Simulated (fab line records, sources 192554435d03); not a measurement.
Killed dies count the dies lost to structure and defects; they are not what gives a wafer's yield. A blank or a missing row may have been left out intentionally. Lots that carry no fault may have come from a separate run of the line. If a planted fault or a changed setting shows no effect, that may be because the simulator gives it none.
fab line records | flow n5Finfet
[record] lots = 24 | wafers = 72 | lastDay = 18
route steps=1938 shown BEOL_M12@1622 BEOL_M13@1690
lots that met no fault: taken from a fault-free run of the same line
startH: hours from the record's first day to the start of the lot's first wafer shown | waitH: hours since the lot's step before | " repeats the value in the row above | L1.1+2: a single row standing in for several wafers | - no value present, or no start provided | * or withheld: withheld | < > ~ a bound
route shown NAME@n: names a module that has steps shown in the file, with the first one's number in the route | usual: mean/standard deviation of fault-free wafers | same: alike in all rows | chamber/n: place in a boat | sites: per-site readings | _std_site: the standard deviation of these | _edge_site: outer sites' mean less inner sites' | radiusMm: for every site, how far away it sits from the centre of the wafer | mask NAME#n: copy n | behind: the tool/chamber that last shaped the wafer | hold: the reason the lot was held/the length of the hold in hours/how it ended | device: the n, p or np transistor that did not switch | end of line: the same wafers' tests at the end of the route | a step with no rows: only its recipe | killed: not the wafer's yield, but the dies lost to structure and defects at the first sort | map: the dies of a wafer, with x for killed, . for not killed, _ for no die there
set.NAME: the run value of the setting; set.NAME@STEP: its run value at that earlier step | model.NAME: the simulator's own value behind a step, which no gauge read
one table for each step of the route and one row for each wafer, over a sample of lots
services: a tool's chamber out of use, with start hour (startH, from the record's first day; less than 0 if before it), hours out, and reason
[[steps]]
[step N5_BEOL_M12_CD_MEAS_17]
[recipe] targetCdNm = 140 | polarity = opening
[usual] cdNm = 141.4/2.5
lot.wafer | tool     | chamber | startH | waitH | cdNm
L074.3    | cdSem-02 | -       | 237.92 | 0.0   | 138.8
L074.4    | "        | -       | "      | "     | 142.3
L074.6    | "        | -       | "      | "     | 139.0
L075.1    | cdSem-01 | -       | 253.77 | 0.0   | 143.6
L075.2    | "        | -       | "      | "     | 142.0
L075.4    | "        | -       | "      | "     | 139.9
L077.2    | cdSem-03 | -       | 258.54 | 0.0   | 142.4
L077.5    | "        | -       | "      | "     | 142.1
L077.6    | "        | -       | "      | "     | 139.5
L076.2    | cdSem-01 | -       | 272.13 | 0.0   | 140.4
L076.3    | "        | -       | "      | "     | 143.3
L076.4    | "        | -       | "      | "     | 144.1
L079.3    | cdSem-01 | -       | 273.92 | 0.0   | 136.9
L079.4    | "        | -       | "      | "     | 145.2
L079.6    | "        | -       | "      | "     | 139.1
L081.2    | cdSem-03 | -       | 276.92 | 0.0   | 142.8
L081.3    | "        | -       | "      | "     | 139.5
L081.5    | "        | -       | "      | "     | 140.9
L080.1    | cdSem-03 | -       | 277.10 | 0.0   | 138.6
L080.3    | "        | -       | "      | "     | 140.5
L080.4    | "        | -       | "      | "     | 140.7
L082.3    | cdSem-01 | -       | 290.17 | 0.0   | 142.1
L082.4    | "        | -       | "      | "     | 140.0
L082.6    | "        | -       | "      | "     | 140.6
L078.1    | cdSem-02 | -       | 299.20 | 0.0   | 137.8
L078.4    | "        | -       | "      | "     | 140.8
L078.5    | "        | -       | "      | "     | 138.8
L083.4    | cdSem-03 | -       | 302.28 | 0.0   | 144.2
L083.5    | "        | -       | "      | "     | 141.2
L083.6    | "        | -       | "      | "     | 143.1
L084.2    | cdSem-02 | -       | 308.04 | 0.0   | 140.3
L084.4    | "        | -       | "      | "     | 138.0
L084.6    | "        | -       | "      | "     | 138.6
L085.1    | cdSem-01 | -       | 324.30 | 0.0   | 145.5
L085.2    | "        | -       | "      | "     | 143.8
L085.6    | "        | -       | "      | "     | 142.6
L086.2    | cdSem-02 | -       | 326.19 | 0.0   | 140.6
L086.5    | "        | -       | "      | "     | 139.0
L086.6    | "        | -       | "      | "     | 140.0
L088.1    | cdSem-01 | -       | 336.78 | 0.0   | 142.4
L088.2    | "        | -       | "      | "     | 141.4
L088.3    | "        | -       | "      | "     | 144.7
L087.2    | cdSem-02 | -       | 344.07 | 0.0   | 143.5
L087.3    | "        | -       | "      | "     | 139.8
L087.6    | "        | -       | "      | "     | 146.0
L090.1    | cdSem-02 | -       | 355.31 | 0.0   | 142.7
L090.3    | "        | -       | "      | "     | 137.4
L090.5    | "        | -       | "      | "     | 145.7
L089.2    | cdSem-03 | -       | 361.61 | 0.0   | 146.1
L089.4    | "        | -       | "      | "     | 140.1
L089.6    | "        | -       | "      | "     | 141.2
L091.1    | cdSem-02 | -       | 364.27 | 0.0   | 143.0
L091.2    | "        | -       | "      | "     | 144.5
L091.4    | "        | -       | "      | "     | 142.9
L092.1    | cdSem-02 | -       | 373.99 | 0.0   | 142.7
L092.3    | "        | -       | "      | "     | 141.9
L092.4    | "        | -       | "      | "     | 138.8
L095.1    | cdSem-02 | -       | 378.50 | 0.0   | 141.0
L095.2    | "        | -       | "      | "     | 141.2
L095.4    | "        | -       | "      | "     | 140.0
L094.2    | cdSem-03 | -       | 379.11 | 0.0   | 136.7
L094.3    | "        | -       | "      | "     | 137.3
L094.5    | "        | -       | "      | "     | 138.2
L093.1    | cdSem-03 | -       | 380.96 | 0.0   | 136.8
L093.5    | "        | -       | "      | "     | 140.4
L093.6    | "        | -       | "      | "     | 139.3
L096.4    | cdSem-01 | -       | 387.75 | 0.0   | 141.5
L096.5    | "        | -       | "      | "     | 142.3
L096.6    | "        | -       | "      | "     | 143.9
L097.2    | cdSem-01 | -       | 391.46 | 0.0   | 138.1
L097.4    | "        | -       | "      | "     | 140.3
L097.5    | "        | -       | "      | "     | 139.3
[step N5_BEOL_M12_DEGAS_41]
[recipe] ambient = vacuum | tempC = 250 | timeS = 60
[usual] heaterPowerW = 336/23
lot.wafer | tool          | chamber | startH | waitH | heaterPowerW
L074.3    | pvdSputter-02 | -       | 246.77 | 0.1   | 320
L074.4    | "             | -       | "      | "     | 327
L074.6    | "             | -       | "      | "     | 374
L075.1    | pvdSputter-03 | -       | 256.62 | 0.4   | 312
L075.2    | "             | -       | "      | "     | 340
L075.4    | "             | -       | "      | "     | 318
L077.2    | pvdSputter-02 | -       | 265.56 | 2.2   | 300
L077.5    | "             | -       | "      | "     | 307
L077.6    | "             | -       | "      | "     | 377
L076.2    | pvdSputter-02 | -       | 275.34 | 0.4   | 371
L076.3    | "             | -       | "      | "     | 330
L076.4    | "             | -       | "      | "     | 371
L079.3    | pvdSputter-03 | -       | 279.95 | 0.3   | 353
L079.4    | "             | -       | "      | "     | 346
L079.6    | "             | -       | "      | "     | 348
L080.1    | pvdSputter-03 | -       | 280.27 | 0.3   | 322
L080.3    | "             | -       | "      | "     | 355
L080.4    | "             | -       | "      | "     | 359
L081.2    | pvdSputter-02 | -       | 280.64 | 0.4   | 312
L081.3    | "             | -       | "      | "     | 373
L081.5    | "             | -       | "      | "     | 323
L082.3    | pvdSputter-02 | -       | 295.89 | 0.4   | 358
L082.4    | "             | -       | "      | "     | 323
L082.6    | "             | -       | "      | "     | 372
L078.1    | pvdSputter-03 | -       | 301.67 | 0.3   | 313
L078.4    | "             | -       | "      | "     | 316
L078.5    | "             | -       | "      | "     | 324
L083.4    | pvdSputter-02 | -       | 304.39 | 0.3   | 352
L083.5    | "             | -       | "      | "     | 314
L083.6    | "             | -       | "      | "     | 356
L084.2    | pvdSputter-03 | -       | 309.65 | 0.2   | 315
L084.4    | "             | -       | "      | "     | 356
L084.6    | "             | -       | "      | "     | 342
L085.1    | pvdSputter-03 | -       | 331.68 | 0.3   | 348
L085.2    | "             | -       | "      | "     | 323
L085.6    | "             | -       | "      | "     | 346
L086.2    | pvdSputter-01 | -       | 331.81 | 0.2   | 307
L086.5    | "             | -       | "      | "     | 318
L086.6    | "             | -       | "      | "     | 328
L088.1    | pvdSputter-02 | -       | 339.84 | 1.7   | 331
L088.2    | "             | -       | "      | "     | 370
L088.3    | "             | -       | "      | "     | 362
L087.2    | pvdSputter-03 | -       | 347.09 | 0.3   | 308
L087.3    | "             | -       | "      | "     | 347
L087.6    | "             | -       | "      | "     | 310
L090.1    | pvdSputter-03 | -       | 359.64 | 0.4   | 314
L090.3    | "             | -       | "      | "     | 312
L090.5    | "             | -       | "      | "     | 313
L089.2    | pvdSputter-01 | -       | 365.25 | 0.3   | 332
L089.4    | "             | -       | "      | "     | 315
L089.6    | "             | -       | "      | "     | 311
L091.1    | pvdSputter-02 | -       | 366.99 | 1.0   | 335
L091.2    | "             | -       | "      | "     | 370
L091.4    | "             | -       | "      | "     | 366
L092.1    | pvdSputter-02 | -       | 375.72 | 0.2   | 300
L092.3    | "             | -       | "      | "     | 370
L092.4    | "             | -       | "      | "     | 358
L095.1    | pvdSputter-03 | -       | 384.27 | 0.3   | 354
L095.2    | "             | -       | "      | "     | 356
L095.4    | "             | -       | "      | "     | 319
L094.2    | pvdSputter-02 | -       | 384.73 | 0.3   | 372
L094.3    | "             | -       | "      | "     | 313
L094.5    | "             | -       | "      | "     | 302
L093.1    | pvdSputter-03 | -       | 387.85 | 0.6   | 314
L093.5    | "             | -       | "      | "     | 357
L093.6    | "             | -       | "      | "     | 317
L096.4    | pvdSputter-03 | -       | 394.43 | 0.2   | 314
L096.5    | "             | -       | "      | "     | 353
L096.6    | "             | -       | "      | "     | 315
L097.2    | pvdSputter-01 | -       | 396.10 | 1.3   | 300
L097.4    | "             | -       | "      | "     | 295
L097.5    | "             | -       | "      | "     | 330
[step N5_BEOL_M13_OVL_MEAS_29]
[recipe] pointsPerWafer = 44
[usual] M13_OVL = 0/5.6
lot.wafer | tool       | chamber | startH | waitH | M13_OVL[nm]
L074.3    | overlay-02 | 0       | 249.83 | 0.0   | 7
L074.4    | "          | 0       | "      | "     | 8
L074.6    | "          | 0       | "      | "     | 4
L075.1    | overlay-01 | 0       | 259.62 | 0.0   | 5
L075.2    | "          | 0       | "      | "     | -4
L075.4    | "          | 0       | "      | "     | -3
L077.2    | overlay-01 | 0       | 268.73 | 0.0   | 0
L077.5    | "          | 0       | "      | "     | -7
L077.6    | "          | 0       | "      | "     | 2
L076.2    | overlay-01 | 0       | 278.90 | 0.0   | -3
L076.3    | "          | 0       | "      | "     | 4
L076.4    | "          | 0       | "      | "     | 3
L079.3    | overlay-01 | 0       | 282.97 | 0.0   | -1
L079.4    | "          | 0       | "      | "     | 1
L079.6    | "          | 0       | "      | "     | -2
L080.1    | overlay-01 | 0       | 283.06 | 0.0   | 4
L080.3    | "          | 0       | "      | "     | 5
L080.4    | "          | 0       | "      | "     | 2
L081.2    | overlay-01 | 0       | 283.50 | 0.0   | 3
L081.3    | "          | 0       | "      | "     | -5
L081.5    | "          | 0       | "      | "     | -11
L082.3    | overlay-01 | 0       | 298.69 | 0.0   | 2
L082.4    | "          | 0       | "      | "     | 7
L082.6    | "          | 0       | "      | "     | 1
L078.1    | overlay-02 | 0       | 304.74 | 0.0   | 12
L078.4    | "          | 0       | "      | "     | 10
L078.5    | "          | 0       | "      | "     | 14
L083.4    | overlay-01 | 0       | 307.90 | 0.0   | 4
L083.5    | "          | 0       | "      | "     | -2
L083.6    | "          | 0       | "      | "     | -5
L084.2    | overlay-01 | 0       | 313.63 | 0.0   | 6
L084.4    | "          | 0       | "      | "     | 3
L084.6    | "          | 0       | "      | "     | 6
L085.1    | overlay-02 | 0       | 334.53 | 0.0   | 3
L085.2    | "          | 0       | "      | "     | -3
L085.6    | "          | 0       | "      | "     | -9
L086.2    | overlay-01 | 0       | 334.77 | 0.0   | -3
L086.5    | "          | 0       | "      | "     | -4
L086.6    | "          | 0       | "      | "     | -5
L088.1    | overlay-01 | 0       | 342.83 | 0.0   | -8
L088.2    | "          | 0       | "      | "     | 5
L088.3    | "          | 0       | "      | "     | -4
L087.2    | overlay-01 | 0       | 349.89 | 0.0   | -2
L087.3    | "          | 0       | "      | "     | -11
L087.6    | "          | 0       | "      | "     | -3
L090.1    | overlay-02 | 0       | 363.04 | 0.0   | 0
L090.3    | "          | 0       | "      | "     | -7
L090.5    | "          | 0       | "      | "     | -6
L089.2    | overlay-01 | 0       | 368.59 | 0.0   | -3
L089.4    | "          | 0       | "      | "     | 0
L089.6    | "          | 0       | "      | "     | 0
L091.1    | overlay-02 | 0       | 370.27 | 0.0   | -11
L091.2    | "          | 0       | "      | "     | -3
L091.4    | "          | 0       | "      | "     | 2
L092.1    | overlay-02 | 0       | 379.75 | 0.0   | 1
L092.3    | "          | 0       | "      | "     | 0
L092.4    | "          | 0       | "      | "     | -8
L095.1    | overlay-02 | 0       | 387.16 | 0.0   | -6
L095.2    | "          | 0       | "      | "     | 0
L095.4    | "          | 0       | "      | "     | -1
L094.2    | overlay-01 | 0       | 387.87 | 0.0   | -7
L094.3    | "          | 0       | "      | "     | -8
L094.5    | "          | 0       | "      | "     | -7
L093.1    | overlay-01 | 0       | 390.74 | 0.0   | 12
L093.5    | "          | 0       | "      | "     | 2
L093.6    | "          | 0       | "      | "     | 3
L096.4    | overlay-02 | 0       | 397.41 | 0.0   | 6
L096.5    | "          | 0       | "      | "     | 8
L096.6    | "          | 0       | "      | "     | -1
L097.2    | overlay-01 | 0       | 398.84 | 0.0   | 5
L097.4    | "          | 0       | "      | "     | -4
L097.5    | "          | 0       | "      | "     | -1
[step N5_BEOL_M13_DEGAS_41]
[recipe] ambient = vacuum | tempC = 250 | timeS = 60
[usual] heaterPowerW = 329/24
lot.wafer | tool          | chamber | startH | waitH | heaterPowerW
L074.3    | pvdSputter-02 | -       | 255.94 | 0.3   | 365
L074.4    | "             | -       | "      | "     | 329
L074.6    | "             | -       | "      | "     | 370
L075.1    | pvdSputter-03 | -       | 263.26 | 0.3   | 349
L075.2    | "             | -       | "      | "     | 316
L075.4    | "             | -       | "      | "     | 314
L077.2    | pvdSputter-01 | -       | 270.10 | 0.1   | 342
L077.5    | "             | -       | "      | "     | 303
L077.6    | "             | -       | "      | "     | 298
L076.2    | pvdSputter-02 | -       | 280.24 | 0.4   | 331
L076.3    | "             | -       | "      | "     | 368
L076.4    | "             | -       | "      | "     | 305
L079.3    | pvdSputter-03 | -       | 285.64 | 1.6   | 351
L079.4    | "             | -       | "      | "     | 339
L079.6    | "             | -       | "      | "     | 322
L080.1    | pvdSputter-02 | -       | 286.76 | 0.4   | 302
L080.3    | "             | -       | "      | "     | 373
L080.4    | "             | -       | "      | "     | 354
L081.2    | pvdSputter-01 | -       | 287.25 | 0.5   | 302
L081.3    | "             | -       | "      | "     | 308
L081.5    | "             | -       | "      | "     | 307
L082.3    | pvdSputter-03 | -       | 302.19 | 0.3   | 320
L082.4    | "             | -       | "      | "     | 349
L082.6    | "             | -       | "      | "     | 319
L078.1    | pvdSputter-01 | -       | 309.75 | 0.3   | 306
L078.4    | "             | -       | "      | "     | 297
L078.5    | "             | -       | "      | "     | 328
L083.4    | pvdSputter-01 | -       | 310.19 | 0.0   | 302
L083.5    | "             | -       | "      | "     | 313
L083.6    | "             | -       | "      | "     | 301
L084.2    | pvdSputter-03 | -       | 318.80 | 0.3   | 355
L084.4    | "             | -       | "      | "     | 316
L084.6    | "             | -       | "      | "     | 322
L085.1    | pvdSputter-02 | -       | 336.40 | 0.6   | 332
L085.2    | "             | -       | "      | "     | 363
L085.6    | "             | -       | "      | "     | 310
L086.2    | pvdSputter-02 | -       | 336.90 | 0.5   | 312
L086.5    | "             | -       | "      | "     | 326
L086.6    | "             | -       | "      | "     | 360
L088.1    | pvdSputter-03 | -       | 343.94 | 0.0   | 342
L088.2    | "             | -       | "      | "     | 345
L088.3    | "             | -       | "      | "     | 327
L087.2    | pvdSputter-01 | -       | 350.88 | 0.0   | 301
L087.3    | "             | -       | "      | "     | 312
L087.6    | "             | -       | "      | "     | 302
L090.1    | pvdSputter-01 | -       | 364.93 | 0.2   | 305
L090.3    | "             | -       | "      | "     | 304
L090.5    | "             | -       | "      | "     | 312
L089.2    | pvdSputter-01 | -       | 370.95 | 0.8   | 302
L089.4    | "             | -       | "      | "     | 299
L089.6    | "             | -       | "      | "     | 312
L091.1    | pvdSputter-03 | -       | 372.32 | 0.3   | 313
L091.2    | "             | -       | "      | "     | 358
L091.4    | "             | -       | "      | "     | 348
L092.1    | pvdSputter-02 | -       | 384.33 | 0.2   | 362
L092.3    | "             | -       | "      | "     | 326
L092.4    | "             | -       | "      | "     | 309
L095.1    | pvdSputter-02 | -       | 389.39 | 0.6   | 367
L095.2    | "             | -       | "      | "     | 309
L095.4    | "             | -       | "      | "     | 327
L094.2    | pvdSputter-02 | -       | 389.79 | 0.4   | 321
L094.3    | "             | -       | "      | "     | 367
L094.5    | "             | -       | "      | "     | 311
L093.1    | pvdSputter-02 | -       | 393.57 | 0.4   | 357
L093.5    | "             | -       | "      | "     | 377
L093.6    | "             | -       | "      | "     | 309
L096.4    | pvdSputter-02 | -       | 400.05 | 0.4   | 328
L096.5    | "             | -       | "      | "     | 359
L096.6    | "             | -       | "      | "     | 315
L097.2    | pvdSputter-02 | -       | 400.45 | 0.5   | 326
L097.4    | "             | -       | "      | "     | 351
L097.5    | "             | -       | "      | "     | 374
[step N5_BEOL_M13_DEP_53]
[recipe] material = SiCN | targetThkA = 500 | tempC = withheld | precursor = 3MS/NH3 | pressureTorr = 3 | rfW = 675 | timeS = 17.8
[usual] showerheadPlenumPTorr = 4.163/0.022 | throttleValvePct = 18.0/0.5
lot.wafer | tool     | chamber | startH | waitH | showerheadPlenumPTorr | throttleValvePct
L074.3    | pecvd-04 | 1       | 257.11 | 0.0   | 4.181                 | 19.3
L074.4    | "        | 1       | "      | "     | 4.187                 | 19.1
L074.6    | "        | 0       | "      | "     | 4.171                 | 17.7
L075.1    | pecvd-02 | 2       | 264.43 | 0.0   | 4.177                 | 17.8
L075.2    | "        | 0       | "      | "     | 4.162                 | 17.9
L075.4    | "        | 1       | "      | "     | 4.190                 | 17.7
L077.2    | pecvd-02 | 2       | 271.41 | 0.0   | 4.181                 | 17.8
L077.5    | "        | 0       | "      | "     | 4.162                 | 18.2
L077.6    | "        | 1       | "      | "     | 4.197                 | 17.9
L076.2    | pecvd-02 | 1       | 281.43 | 0.0   | 4.196                 | 17.8
L076.3    | "        | 2       | "      | "     | 4.170                 | 18.2
L076.4    | "        | 0       | "      | "     | 4.156                 | 18.0
L079.3    | pecvd-03 | 1       | 286.92 | 0.0   | 4.099                 | 18.7
L079.4    | "        | 1       | "      | "     | 4.116                 | 18.7
L079.6    | "        | 2       | "      | "     | 4.155                 | 17.4
L080.1    | pecvd-03 | 2       | 288.04 | 0.0   | 4.148                 | 17.4
L080.3    | "        | 0       | "      | "     | 4.163                 | 17.9
L080.4    | "        | 1       | "      | "     | 4.115                 | 18.8
L081.2    | pecvd-02 | 2       | 288.58 | 0.0   | 4.173                 | 17.6
L081.3    | "        | 0       | "      | "     | 4.160                 | 18.1
L081.5    | "        | 1       | "      | "     | 4.190                 | 17.6
L082.3    | pecvd-02 | 2       | 303.55 | 0.0   | 4.179                 | 18.3
L082.4    | "        | 0       | "      | "     | 4.152                 | 18.0
L082.6    | "        | 2       | "      | "     | 4.178                 | 17.9
L078.1    | pecvd-03 | 0       | 311.84 | 0.0   | 4.175                 | 18.0
L078.4    | "        | 0       | "      | "     | 4.165                 | 18.2
L078.5    | "        | 1       | "      | "     | 4.115                 | 18.6
L083.4    | pecvd-04 | 0       | 312.20 | 0.0   | 4.164                 | 17.8
L083.5    | "        | 1       | "      | "     | 4.190                 | 19.2
L083.6    | "        | 2       | "      | "     | 4.189                 | 17.9
L084.2    | pecvd-04 | 2       | 323.19 | 0.0   | 4.188                 | 17.6
L084.4    | "        | 2       | "      | "     | 4.183                 | 18.2
L084.6    | "        | 1       | "      | "     | 4.177                 | 19.2
L085.1    | pecvd-04 | 1       | 337.57 | 0.0   | 4.184                 | 19.2
L085.2    | "        | 0       | "      | "     | 4.164                 | 17.7
L085.6    | "        | 1       | "      | "     | 4.174                 | 19.2
L086.2    | pecvd-03 | 2       | 338.07 | 0.0   | 4.156                 | 17.5
L086.5    | "        | 2       | "      | "     | 4.147                 | 17.3
L086.6    | "        | 1       | "      | "     | 4.104                 | 18.8
L088.1    | pecvd-03 | 0       | 345.11 | 0.0   | 4.140                 | 18.0
L088.2    | "        | 1       | "      | "     | 4.109                 | 18.8
L088.3    | "        | 2       | "      | "     | 4.160                 | 17.4
L087.2    | pecvd-04 | 0       | 352.44 | 0.0   | 4.163                 | 17.6
L087.3    | "        | 1       | "      | "     | 4.180                 | 19.3
L087.6    | "        | 2       | "      | "     | 4.178                 | 17.9
L090.1    | pecvd-02 | 2       | 366.53 | 0.0   | 4.171                 | 18.2
L090.3    | "        | 1       | "      | "     | 4.181                 | 17.7
L090.5    | "        | 0       | "      | "     | 4.172                 | 17.8
L089.2    | pecvd-03 | 1       | 372.18 | 0.0   | 4.133                 | 18.6
L089.4    | "        | 0       | "      | "     | 4.145                 | 18.0
L089.6    | "        | 2       | "      | "     | 4.152                 | 17.7
L091.1    | pecvd-03 | 1       | 373.53 | 0.0   | 4.117                 | 18.8
L091.2    | "        | 2       | "      | "     | 4.150                 | 17.2
L091.4    | "        | 1       | "      | "     | 4.119                 | 18.8
L092.1    | pecvd-04 | 0       | 385.88 | 0.0   | 4.160                 | 17.8
L092.3    | "        | 2       | "      | "     | 4.186                 | 17.8
L092.4    | "        | 0       | "      | "     | 4.182                 | 17.7
L095.1    | pecvd-04 | 2       | 390.59 | 0.0   | 4.181                 | 18.1
L095.2    | "        | 0       | "      | "     | 4.174                 | 17.6
L095.4    | "        | 0       | "      | "     | 4.168                 | 17.6
L094.2    | pecvd-03 | 2       | 390.96 | 0.0   | 4.157                 | 17.7
L094.3    | "        | 1       | "      | "     | 4.117                 | 18.8
L094.5    | "        | 2       | "      | "     | 4.162                 | 17.5
L093.1    | pecvd-03 | 1       | 394.74 | 0.0   | 4.115                 | 18.7
L093.5    | "        | 0       | "      | "     | 4.155                 | 18.5
L093.6    | "        | 2       | "      | "     | 4.158                 | 17.5
L096.4    | pecvd-04 | 0       | 401.26 | 0.0   | 4.165                 | 17.7
L096.5    | "        | 2       | "      | "     | 4.175                 | 18.2
L096.6    | "        | 0       | "      | "     | 4.165                 | 17.7
L097.2    | pecvd-04 | 2       | 401.63 | 0.0   | 4.183                 | 18.2
L097.4    | "        | 0       | "      | "     | 4.177                 | 17.8
L097.5    | "        | 2       | "      | "     | 4.192                 | 18.1
[step N5_BEOL_M13_INSPECT_55]
[recipe] inspectInstrument = darkfield | mode = postDep
[usual] rawDefectCount = 72/23
lot.wafer | tool             | chamber | startH | waitH | rawDefectCount
L074.3    | defectInspect-02 | -       | 257.20 | 0.0   | 127
L074.4    | "                | -       | "      | "     | 92
L074.6    | "                | -       | "      | "     | 65
L075.1    | defectInspect-01 | -       | 264.53 | 0.0   | 87
L075.2    | "                | -       | "      | "     | 59
L075.4    | "                | -       | "      | "     | 73
L077.2    | defectInspect-01 | -       | 271.50 | 0.0   | 92
L077.5    | "                | -       | "      | "     | 89
L077.6    | "                | -       | "      | "     | 73
L076.2    | defectInspect-01 | -       | 281.52 | 0.0   | 95
L076.3    | "                | -       | "      | "     | 93
L076.4    | "                | -       | "      | "     | 143
L079.3    | defectInspect-01 | -       | 287.01 | 0.0   | 75
L079.4    | "                | -       | "      | "     | 74
L079.6    | "                | -       | "      | "     | 82
L080.1    | defectInspect-02 | -       | 288.14 | 0.0   | 45
L080.3    | "                | -       | "      | "     | 63
L080.4    | "                | -       | "      | "     | 45
L081.2    | defectInspect-02 | -       | 288.68 | 0.0   | 75
L081.3    | "                | -       | "      | "     | 55
L081.5    | "                | -       | "      | "     | 27
L082.3    | defectInspect-01 | -       | 303.66 | 0.0   | 34
L082.4    | "                | -       | "      | "     | 51
L082.6    | "                | -       | "      | "     | 66
L078.1    | defectInspect-01 | -       | 311.93 | 0.0   | 74
L078.4    | "                | -       | "      | "     | 77
L078.5    | "                | -       | "      | "     | 121
L083.4    | defectInspect-01 | -       | 312.27 | 0.0   | 66
L083.5    | "                | -       | "      | "     | 86
L083.6    | "                | -       | "      | "     | 99
L084.2    | defectInspect-02 | -       | 323.28 | 0.0   | 94
L084.4    | "                | -       | "      | "     | 84
L084.6    | "                | -       | "      | "     | 92
L085.1    | defectInspect-02 | -       | 337.67 | 0.0   | 68
L085.2    | "                | -       | "      | "     | 79
L085.6    | "                | -       | "      | "     | 80
L086.2    | defectInspect-01 | -       | 338.17 | 0.0   | 64
L086.5    | "                | -       | "      | "     | 80
L086.6    | "                | -       | "      | "     | 45
L088.1    | defectInspect-01 | -       | 345.21 | 0.0   | 55
L088.2    | "                | -       | "      | "     | 78
L088.3    | "                | -       | "      | "     | 91
L087.2    | defectInspect-01 | -       | 352.53 | 0.0   | 34
L087.3    | "                | -       | "      | "     | 38
L087.6    | "                | -       | "      | "     | 47
L090.1    | defectInspect-02 | -       | 366.62 | 0.0   | 67
L090.3    | "                | -       | "      | "     | 75
L090.5    | "                | -       | "      | "     | 92
L089.2    | defectInspect-01 | -       | 372.27 | 0.0   | 40
L089.4    | "                | -       | "      | "     | 61
L089.6    | "                | -       | "      | "     | 57
L091.1    | defectInspect-02 | -       | 373.63 | 0.0   | 60
L091.2    | "                | -       | "      | "     | 65
L091.4    | "                | -       | "      | "     | 63
L092.1    | defectInspect-01 | -       | 385.99 | 0.0   | 41
L092.3    | "                | -       | "      | "     | 72
L092.4    | "                | -       | "      | "     | 34
L095.1    | defectInspect-01 | -       | 390.69 | 0.0   | 47
L095.2    | "                | -       | "      | "     | 66
L095.4    | "                | -       | "      | "     | 59
L094.2    | defectInspect-02 | -       | 391.05 | 0.0   | 89
L094.3    | "                | -       | "      | "     | 81
L094.5    | "                | -       | "      | "     | 62
L093.1    | defectInspect-02 | -       | 394.83 | 0.0   | 94
L093.5    | "                | -       | "      | "     | 70
L093.6    | "                | -       | "      | "     | 76
L096.4    | defectInspect-02 | -       | 401.36 | 0.0   | 88
L096.5    | "                | -       | "      | "     | 112
L096.6    | "                | -       | "      | "     | 52
L097.2    | defectInspect-01 | -       | 401.74 | 0.0   | 66
L097.4    | "                | -       | "      | "     | 53
L097.5    | "                | -       | "      | "     | 71
[[services]]
tool     | chamber | startH | hours | kind
pecvd-04 | 1       | 225.10 | 2.1   | scheduledDown
pecvd-03 | 0       | 237.39 | 5.5   | scheduledDown
pecvd-04 | 0       | 238.10 | -     | calibration
pecvd-03 | 0       | 243.03 | 4.9   | repair
pecvd-02 | 1       | 249.97 | 2.1   | scheduledDown
pecvd-03 | 2       | 273.09 | 2.1   | scheduledDown
pecvd-04 | 0       | 316.97 | 5.5   | scheduledDown
pecvd-02 | 0       | 337.11 | 2.1   | scheduledDown
pecvd-04 | -       | 372.50 | 1.2   | repair
pecvd-02 | 2       | 375.64 | 30.7  | repair
pecvd-04 | 1       | 383.62 | -     | clean
pecvd-04 | 1       | 383.62 | -     | consumableReplace:showerhead
pecvd-04 | 1       | 383.62 | 29.0  | scheduledDown
pecvd-04 | 1       | 383.62 | 29.0  | ventCycle
[[key]]
fault none
